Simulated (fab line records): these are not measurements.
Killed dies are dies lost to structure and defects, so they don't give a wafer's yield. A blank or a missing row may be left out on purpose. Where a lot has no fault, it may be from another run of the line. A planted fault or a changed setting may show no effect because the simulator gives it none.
Which tool was responsible?	flow nand-harc	24 lots, 72 wafers sampled, at 6 steps of a route of 1302

WHAT THE GAUGES READ, wafer by wafer
Not one reading of a measure or inspect step in the record can be checked against a usual standard deviation.

EACH LOT AND THE TOOL THAT RAN IT (in order: tool; ch and the chambers of the sampled wafers; start)
lot	NHARC_A_CONTACT_ETCH_90	NHARC_A_CONTACT_STRIP_55	NHARC_A_CONTACT_ETCH_124	NHARC_A_CONTACT_ETCH_127	NHARC_A_CONTACT_ETCH_97	NHARC_A_CONTACT_DEP_84
L075	rie-diel-05 ch 1,3, day 21 13:26	rie-diel-05 ch 1,2,3, day 21 21:01 or earlier	har-cap-etch-02 ch 0,1, day 21 21:01	har-cap-etch-02 ch 0,1, day 21 21:33	rie-diel-10 ch 1,2, day 21 23:31	acl-dep-03 ch 0, day 22 01:36
L074	rie-diel-10 ch 0,2,3, day 22 06:36	rie-diel-10 ch 0,1,2, day 22 14:19 or earlier	har-cap-etch-03 ch 0,1, day 22 14:19	har-cap-etch-03 ch 0,1, day 22 14:52	rie-diel-05 ch 0,2,3, day 22 18:31 or earlier	acl-dep-01 ch 0, day 22 18:31
L077	rie-diel-05 ch 0,1,2, day 22 16:46	rie-diel-05 ch 0,1,3, day 23 00:02 or earlier	har-cap-etch-03 ch 0,1, day 23 00:02	har-cap-etch-03 ch 0,1, day 23 00:35	rie-diel-10 ch 1,2,3, day 23 03:36 or earlier	acl-dep-03 ch 0, day 23 03:36
L078	rie-diel-10 ch 0,1,2, day 22 20:58	rie-diel-04 ch 1,2,3, day 23 07:05 or earlier	har-cap-etch-01 ch 0,1, day 23 07:05	har-cap-etch-01 ch 0,1, day 23 07:37	rie-diel-10 ch 0,1,3, day 23 10:43 or earlier	acl-dep-01 ch 0, day 23 10:43
L079	rie-diel-05 ch 2,3, day 22 21:34	rie-diel-04 ch 0,1,2, day 23 07:50 or earlier	har-cap-etch-03 ch 0,1, day 23 07:50	har-cap-etch-03 ch 0,1, day 23 08:24	rie-diel-10 ch 0,1,3, day 23 11:29 or earlier	acl-dep-02 ch 0, day 23 11:29
L076	rie-diel-04 ch 0,2,3, day 23 02:41	rie-diel-04 ch 0,2,3, day 23 10:31 or earlier	har-cap-etch-01 ch 0,1, day 23 10:31	har-cap-etch-01 ch 0,1, day 23 11:04	rie-diel-10 ch 1,2,3, day 23 15:44 or earlier	acl-dep-02 ch 0, day 23 15:44
L080	rie-diel-10 ch 1,2, day 23 21:53	rie-diel-10 ch 0,2,3, day 24 04:47 or earlier	har-cap-etch-03 ch 0,1, day 24 04:47	har-cap-etch-03 ch 0,1, day 24 05:20	rie-diel-05 ch 0,1,2, day 24 08:31 or earlier	acl-dep-02 ch 0, day 24 08:31
L082	rie-diel-04 ch 0,1,2, day 25 02:23	rie-diel-10 ch 0,2,3, day 25 11:09 or earlier	har-cap-etch-02 ch 0,1, day 25 11:09	har-cap-etch-02 ch 0,1, day 25 11:42	rie-diel-10 ch 0,1,2, day 25 13:43	acl-dep-03 ch 0, day 25 14:51
L081	rie-diel-10 ch 0,2,3, day 25 05:31	rie-diel-10 ch 0,2, day 25 14:51 or earlier	har-cap-etch-03 ch 0,1, day 25 14:51	har-cap-etch-03 ch 0,1, day 25 15:23	rie-diel-05 ch 1,2, day 25 18:56 or earlier	acl-dep-01 ch 0, day 25 18:56
L083	rie-diel-10 ch 0,1, day 25 16:53	rie-diel-10 ch 0,1,2, day 26 00:01 or earlier	har-cap-etch-03 ch 0,1, day 26 00:01	har-cap-etch-03 ch 0,1, day 26 00:34	rie-diel-05 ch 0,1,2, day 26 04:16 or earlier	acl-dep-03 ch 0, day 26 04:16
L084	rie-diel-10 ch 1,2,3, day 26 08:54	rie-diel-10 ch 0,1, day 26 18:43 or earlier	har-cap-etch-03 ch 0,1, day 26 18:43	har-cap-etch-03 ch 0,1, day 26 19:16	rie-diel-05 ch 1,2,3, day 26 21:13	acl-dep-02 ch 0, day 27 06:10
L086	rie-diel-04 ch 2,3, day 26 09:07	rie-diel-04 ch 1,2, day 26 19:29 or earlier	har-cap-etch-02 ch 0,1, day 26 19:29	har-cap-etch-02 ch 0,1, day 26 20:02	rie-diel-10 ch 2,3, day 27 07:21 or earlier	acl-dep-01 ch 0, day 27 07:21
L085	rie-diel-10 ch 0,1,3, day 26 17:22	rie-diel-10 ch 0,1, day 27 06:04 or earlier	har-cap-etch-02 ch 0,1, day 27 06:04	har-cap-etch-02 ch 0,1, day 27 06:37	rie-diel-10 ch 0,1,2, day 27 10:31 or earlier	acl-dep-03 ch 0, day 27 10:31
L087	rie-diel-04 ch 1,2, day 26 19:53	rie-diel-10 ch 1,2,3, day 27 09:18 or earlier	har-cap-etch-03 ch 0,1, day 27 09:18	har-cap-etch-03 ch 0,1, day 27 09:51	rie-diel-10 ch 0,3, day 27 12:57 or earlier	acl-dep-02 ch 0, day 27 12:57
L088	rie-diel-04 ch 0,1,3, day 27 06:08	rie-diel-10 ch 0,1, day 27 14:21 or earlier	har-cap-etch-01 ch 0,1, day 27 14:21	har-cap-etch-01 ch 0,1, day 27 14:53	rie-diel-10 ch 0,1, day 27 18:37 or earlier	acl-dep-03 ch 0, day 27 18:37
L089	rie-diel-04 ch 0,2, day 27 06:56	rie-diel-10 ch 0,1,2, day 27 15:25 or earlier	har-cap-etch-02 ch 0,1, day 27 15:25	har-cap-etch-02 ch 0,1, day 27 15:58	rie-diel-04 ch 0,3, day 27 19:45 or earlier	acl-dep-03 ch 0, day 27 19:45
L091	rie-diel-10 ch 0,2,3, day 28 18:18	rie-diel-10 ch 0,1, day 29 04:58 or earlier	har-cap-etch-03 ch 0,1, day 29 04:58	har-cap-etch-03 ch 0,1, day 29 05:31	rie-diel-04 ch 0,1,2, day 29 11:14 or earlier	acl-dep-01 ch 0, day 29 11:14
L090	rie-diel-05 ch 1,3, day 28 23:28	rie-diel-05 ch 0,1, day 29 08:26 or earlier	har-cap-etch-01 ch 0,1, day 29 08:26	har-cap-etch-01 ch 0,1, day 29 08:59	rie-diel-10 ch 0,1,2, day 29 14:57 or earlier	acl-dep-02 ch 0, day 29 14:57
L092	rie-diel-04 ch 0,1,2, day 29 04:04	rie-diel-05 ch 1,2, day 29 11:08 or earlier	har-cap-etch-02 ch 1, day 29 11:08	har-cap-etch-02 ch 1, day 29 11:48	rie-diel-04 ch 1,2,3, day 29 17:05 or earlier	acl-dep-03 ch 0, day 29 17:05
L093	rie-diel-10 ch 0,2,3, day 29 19:05	rie-diel-10 ch 1,3, day 30 03:25 or earlier	har-cap-etch-03 ch 0,1, day 30 03:25	har-cap-etch-03 ch 0,1, day 30 03:58	rie-diel-10 ch 0,1, day 30 09:05 or earlier	acl-dep-03 ch 0, day 30 09:05
L095	rie-diel-10 ch 0,1,2, day 30 04:34	rie-diel-10 ch 1,2,3, day 30 11:26 or earlier	har-cap-etch-01 ch 0,1, day 30 11:26	har-cap-etch-01 ch 0,1, day 30 11:59	rie-diel-10 ch 1,2,3, day 30 15:22 or earlier	acl-dep-02 ch 0, day 30 15:22
L094	rie-diel-10 ch 0,1, day 30 04:55	rie-diel-10 ch 0,1,3, day 30 11:54 or earlier	har-cap-etch-02 ch 0,1, day 30 11:54	har-cap-etch-02 ch 0,1, day 30 12:28	rie-diel-10 ch 0,1,3, day 30 17:04 or earlier	acl-dep-02 ch 0, day 30 17:04
L096	rie-diel-10 ch 0,1,2, day 30 16:34	rie-diel-10 ch 0,1,2, day 30 23:19 or earlier	har-cap-etch-01 ch 0,1, day 30 23:19	har-cap-etch-01 ch 0,1, day 30 23:52	rie-diel-10 ch 1,2,3, day 31 03:35 or earlier	acl-dep-01 ch 0, day 31 03:35
L097	rie-diel-10 ch 0,1,2, day 31 10:12	rie-diel-10 ch 0,1,2, day 31 17:12 or earlier	har-cap-etch-03 ch 0,1, day 31 17:12	har-cap-etch-03 ch 0,1, day 31 17:45	rie-diel-10 ch 0,1, day 31 22:28 or earlier	acl-dep-02 ch 0, day 31 22:28
- NHARC_A_CONTACT_ETCH_90: etches the open film in CH3F/O2, target depth 40 nm, time 85.7 s.
- NHARC_A_CONTACT_STRIP_55: strips in O2.
- NHARC_A_CONTACT_ETCH_124: etches the open film in C4F8/O2/Ar, time 140 s, target depth 700 nm.
- NHARC_A_CONTACT_ETCH_127: etches the open film in C4F8/O2/Ar, time 197 s, target depth 1918 nm.
- NHARC_A_CONTACT_ETCH_97: etches the open film in C4F6/O2, target depth 20 nm, time 10 s.
- NHARC_A_CONTACT_DEP_84: deposits aC, target thk 2800 nm.

WHAT THE TOOLS THEMSELVES READ (means of the sampled wafers that have a number; where no wafer has one, the mark that the record gives instead)
NHARC_A_CONTACT_ETCH_90. Usual: drypump-motor-current-A 5.8 A, standard deviation 0.45; oes-product-au 0.95 a.u., standard deviation 0.035; rf-vpp-V 244.2 V, standard deviation 1.7; showerhead-plenum-p-Torr 2.45 Torr, standard deviation 0.1; throttle-valve-pct 20.663 %, standard deviation 0.0087.
lot	tool	drypump-motor-current-A (A)	oes-product-au (a.u.)	rf-vpp-V (V)	showerhead-plenum-p-Torr (Torr)	throttle-valve-pct (%)	flag
L075	rie-diel-05	4.8	1.00	243.4	2.46	20.661	
L074	rie-diel-10	6.0	0.95	245.3	2.51	20.666	
L077	rie-diel-05	5.7	0.92	244.0	2.45	20.657	
L078	rie-diel-10	5.9	1.00	244.9	2.45	20.660	
L079	rie-diel-05	5.4	0.92	243.8	2.36	20.662	
L076	rie-diel-04	5.6	0.92	242.9	2.38	20.676	
L080	rie-diel-10	6.1	0.93	241.5	2.35	20.664	
L082	rie-diel-04	5.5	1.00	242.6	2.35	20.661	
L081	rie-diel-10	6.0	0.93	244.9	2.51	20.671	
L083	rie-diel-10	5.8	0.92	244.5	2.47	20.662	
L084	rie-diel-10	6.1	1.00	245.8	2.54	20.659	
L086	rie-diel-04	5.8	0.93	243.9	2.41	20.664	
L085	rie-diel-10	6.1	0.93	245.5	2.56	20.667	
L087	rie-diel-04	5.4	0.93	243.1	2.33	20.669	
L088	rie-diel-04	5.9	0.95	243.2	2.39	20.657	
L089	rie-diel-04	5.4	1.01	243.0	2.33	20.661	
L091	rie-diel-10	6.0	0.96	245.0	2.50	20.667	
L090	rie-diel-05	4.9	0.93	242.8	2.37	20.666	
L092	rie-diel-04	5.5	0.92	242.1	2.34	20.659	
L093	rie-diel-10	6.0	0.99	244.7	2.50	20.656	
L095	rie-diel-10	5.9	0.92	245.9	2.56	20.666	
L094	rie-diel-10	5.9	1.00	246.3	2.59	20.657	
L096	rie-diel-10	5.9	0.99	245.1	2.56	20.668	
L097	rie-diel-10	5.9	0.93	246.0	2.56	20.670	

NHARC_A_CONTACT_STRIP_55. Usual: drypump-motor-current-A 5.9 A, standard deviation 0.43; oes-product-au 1.000 a.u., standard deviation 0.0066; rf-vpp-V 57.9 V, standard deviation 0.87; showerhead-plenum-p-Torr 3.56 Torr, standard deviation 0.15; throttle-valve-pct 17.038 %, standard deviation 0.0094.
lot	tool	drypump-motor-current-A (A)	oes-product-au (a.u.)	rf-vpp-V (V)	showerhead-plenum-p-Torr (Torr)	throttle-valve-pct (%)	flag
L075	rie-diel-05	5.3	0.994	58.3	3.48	17.033	
L074	rie-diel-10	5.9	0.994	58.2	3.51	17.045	
L077	rie-diel-05	5.3	1.006	57.8	3.49	17.046	
L078	rie-diel-04	5.7	0.997	57.1	3.44	17.033	
L079	rie-diel-04	5.5	0.999	57.8	3.38	17.038	
L076	rie-diel-04	5.6	0.990	56.8	3.42	17.041	
L080	rie-diel-10	6.0	1.004	59.2	3.60	17.038	
L082	rie-diel-10	6.0	0.998	58.3	3.60	17.041	
L081	rie-diel-10	5.7	1.002	58.3	3.65	17.042	
L083	rie-diel-10	5.9	1.004	57.4	3.51	17.028	
L084	rie-diel-10	6.0	1.006	59.0	3.77	17.031	
L086	rie-diel-04	5.4	0.999	56.2	3.35	17.038	
L085	rie-diel-10	6.0	1.003	58.9	3.77	17.041	
L087	rie-diel-10	6.1	1.002	58.5	3.64	17.029	
L088	rie-diel-10	6.0	1.005	57.7	3.77	17.034	
L089	rie-diel-10	5.9	1.009	57.8	3.68	17.042	
L091	rie-diel-10	5.9	1.001	57.8	3.72	17.034	
L090	rie-diel-05	5.7	1.002	58.0	3.51	17.033	
L092	rie-diel-05	5.8	1.000	57.4	3.47	17.035	
L093	rie-diel-10	6.3	0.994	57.6	3.71	17.030	
L095	rie-diel-10	6.1	0.993	58.5	3.63	17.042	
L094	rie-diel-10	6.1	0.998	57.6	3.67	17.038	
L096	rie-diel-10	5.9	0.996	58.5	3.68	17.034	
L097	rie-diel-10	5.9	0.998	57.8	3.67	17.036	

NHARC_A_CONTACT_ETCH_97. Usual: drypump-motor-current-A 5.9 A, standard deviation 0.46; oes-product-au 0.958 a.u., standard deviation 0.024; rf-vpp-V 547 V, standard deviation 3.4; showerhead-plenum-p-Torr 3.95 Torr, standard deviation 0.16; throttle-valve-pct 26.904 %, standard deviation 0.0097.
lot	tool	drypump-motor-current-A (A)	oes-product-au (a.u.)	rf-vpp-V (V)	showerhead-plenum-p-Torr (Torr)	throttle-valve-pct (%)	flag
L075	rie-diel-10	5.9	0.949	546	3.86	26.905	
L074	rie-diel-05	5.7	0.969	545	3.83	26.903	
L077	rie-diel-10	6.2	0.940	545	3.85	26.899	
L078	rie-diel-10	6.1	0.943	547	3.90	26.898	
L079	rie-diel-10	6.1	0.946	546	3.90	26.904	
L076	rie-diel-10	6.1	0.944	546	3.85	26.900	
L080	rie-diel-05	5.7	0.991	547	3.90	26.908	
L082	rie-diel-10	5.9	0.959	545	3.90	26.894	
L081	rie-diel-05	5.3	0.996	548	3.93	26.904	
L083	rie-diel-05	5.7	1.000	547	3.90	26.909	
L084	rie-diel-05	5.3	0.951	544	3.84	26.892	
L086	rie-diel-10	6.0	1.004	548	3.95	26.903	
L085	rie-diel-10	5.9	0.953	551	4.09	26.901	
L087	rie-diel-10	5.9	0.950	549	4.04	26.910	
L088	rie-diel-10	6.0	0.945	552	4.18	26.903	
L089	rie-diel-04	6.0	0.949	545	3.87	26.901	
L091	rie-diel-04	5.5	0.944	543	3.74	26.901	
L090	rie-diel-10	5.9	0.940	550	4.09	26.898	
L092	rie-diel-04	5.7	1.001	544	3.80	26.907	
L093	rie-diel-10	5.9	0.941	551	4.13	26.906	
L095	rie-diel-10	6.1	0.945	549	4.03	26.899	
L094	rie-diel-10	6.1	0.955	549	4.07	26.901	
L096	rie-diel-10	6.1	0.942	549	4.03	26.907	
L097	rie-diel-10	6.0	0.939	551	4.17	26.899	

NHARC_A_CONTACT_DEP_84. Usual: throttle-valve-pct 35.000 %, standard deviation 0.0087.
lot	tool	throttle-valve-pct (%)	flag
L075	acl-dep-03	34.999	
L074	acl-dep-01	35.003	
L077	acl-dep-03	35.007	
L078	acl-dep-01	34.998	
L079	acl-dep-02	34.997	
L076	acl-dep-02	35.002	
L080	acl-dep-02	34.999	
L082	acl-dep-03	35.003	
L081	acl-dep-01	35.014	
L083	acl-dep-03	35.001	
L084	acl-dep-02	35.003	
L086	acl-dep-01	34.991	
L085	acl-dep-03	34.992	
L087	acl-dep-02	34.998	
L088	acl-dep-03	34.998	
L089	acl-dep-03	35.012	
L091	acl-dep-01	35.003	
L090	acl-dep-02	35.006	
L092	acl-dep-03	34.997	
L093	acl-dep-03	34.993	
L095	acl-dep-02	35.001	
L094	acl-dep-02	34.999	
L096	acl-dep-01	35.002	
L097	acl-dep-02	34.995	

THE ANSWER, worked out from the rows above alone
Rule: lot off if the mean of its wafers having a number is beyond 3 standard deviations from the usual mean. A lot without any number at a reading at which 4 lots or more have one is off too. Where the step has rows for the other lots, those lots are counted as sound. First the gauges in route order, then the tools' own readings, where a lot's mean is used as printed above. The first step at which some lot is off is used, and at that step the reading that is off furthest; a lot without a number counts as furthest.
Across all readings shown, no lot is off: no conclusion can be drawn from this.

WHAT WAS PUT IN BY THE SIMULATOR
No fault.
